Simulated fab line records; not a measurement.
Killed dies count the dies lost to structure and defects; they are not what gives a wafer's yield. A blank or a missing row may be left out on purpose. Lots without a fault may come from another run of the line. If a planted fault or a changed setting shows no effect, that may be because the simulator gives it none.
The tool behind it: which one? || flow nand-harc || 18 wafers from 6 lots sampled at 5 of the route's 1159 steps

WHAT THE GAUGES SHOWED, per wafer
NHARC_END_SORT_01.
{"lot": "L348", "measured": "day 23 14:29", "on": "prober-01", "killed-at-array": 32}

EACH LOT AND THE TOOL THAT RAN IT (in order: tool; ch and the chambers of the sampled wafers; start)
{"lot": "L332", "NHARC_A_STAIRCASE_ETCH_194": "rie-diel-08 ch 1,2, day 11 09:46 or earlier", "NHARC_A_STAIRCASE_EXPOSE_214": "krf-scanner-04 ch 0, day 11 09:46", "NHARC_A_STAIRCASE_TRIM_222": "rie-diel-12 ch 2,3, no start", "NHARC_A_STAIRCASE_ETCH_223": "rie-diel-12 ch 0,3, no start"}
{"lot": "L334", "NHARC_A_STAIRCASE_ETCH_194": "rie-diel-08 ch 0,1, day 12 00:43 or earlier", "NHARC_A_STAIRCASE_EXPOSE_214": "krf-scanner-03 ch 0, day 12 00:43", "NHARC_A_STAIRCASE_TRIM_222": "rie-diel-08 ch 0,1,3, no start", "NHARC_A_STAIRCASE_ETCH_223": "rie-diel-08 ch 0,1, no start"}
{"lot": "L336", "NHARC_A_STAIRCASE_ETCH_194": "rie-diel-08 ch 0,1,3, day 12 08:22 or earlier", "NHARC_A_STAIRCASE_EXPOSE_214": "krf-scanner-04 ch 0, day 12 08:22", "NHARC_A_STAIRCASE_TRIM_222": "rie-diel-06 ch 2,3, no start", "NHARC_A_STAIRCASE_ETCH_223": "rie-diel-06 ch 0,3, no start"}
{"lot": "L342", "NHARC_A_STAIRCASE_ETCH_194": "rie-diel-12 ch 1,2,3, day 13 13:54", "NHARC_A_STAIRCASE_EXPOSE_214": "krf-scanner-02 ch 0, day 13 16:20", "NHARC_A_STAIRCASE_TRIM_222": "rie-diel-12 ch 0,2,3, no start", "NHARC_A_STAIRCASE_ETCH_223": "rie-diel-12 ch 2,3, no start"}
{"lot": "L348", "NHARC_A_STAIRCASE_ETCH_194": "rie-diel-12 ch 0,2, day 15 09:47 or earlier", "NHARC_A_STAIRCASE_EXPOSE_214": "krf-scanner-04 ch 0, day 15 09:47", "NHARC_A_STAIRCASE_TRIM_222": "rie-diel-06 ch 0,3, day 23 14:29 or earlier", "NHARC_A_STAIRCASE_ETCH_223": "rie-diel-06 ch 0,2, day 23 14:29 or earlier"}
{"lot": "L354", "NHARC_A_STAIRCASE_ETCH_194": "rie-diel-06 ch 0,1,2, day 16 16:15 or earlier", "NHARC_A_STAIRCASE_EXPOSE_214": "krf-scanner-02 ch 0, day 16 16:15", "NHARC_A_STAIRCASE_TRIM_222": "rie-diel-12 ch 0,1,3, no start", "NHARC_A_STAIRCASE_ETCH_223": "rie-diel-12 ch 0,1, no start"}
- NHARC_A_STAIRCASE_ETCH_194: etches the open film in C4F8/O2, target depth 100 nm, time 40.5 s.
- NHARC_A_STAIRCASE_EXPOSE_214: exposes mask STAIR 3.
- NHARC_A_STAIRCASE_TRIM_222: chemistry O2, time 211.2 s.
- NHARC_A_STAIRCASE_ETCH_223: etches the open film in C4F8/O2, target depth 100 nm, time 40.5 s.

THE ANSWER, worked out from the rows above alone
Rule: what is usual is taken from the lots themselves. Put in order of their means at a reading, lots are off if they are a third of the lots or fewer, leave a main group of 4 or more, and stand apart from it by a gap of 3 or more times the standard deviation of the main group's means; of several such gaps the widest counts. Not used: any main group whose means are identical at the precision the tables above print for the reading. Also off: a lot with no number at a reading for which 4 or more lots have one. All remaining lots with rows at the step are treated as sound.
None of the lots is off at any reading shown; this tells nothing.

WHAT THE SIMULATOR HAD PUT IN
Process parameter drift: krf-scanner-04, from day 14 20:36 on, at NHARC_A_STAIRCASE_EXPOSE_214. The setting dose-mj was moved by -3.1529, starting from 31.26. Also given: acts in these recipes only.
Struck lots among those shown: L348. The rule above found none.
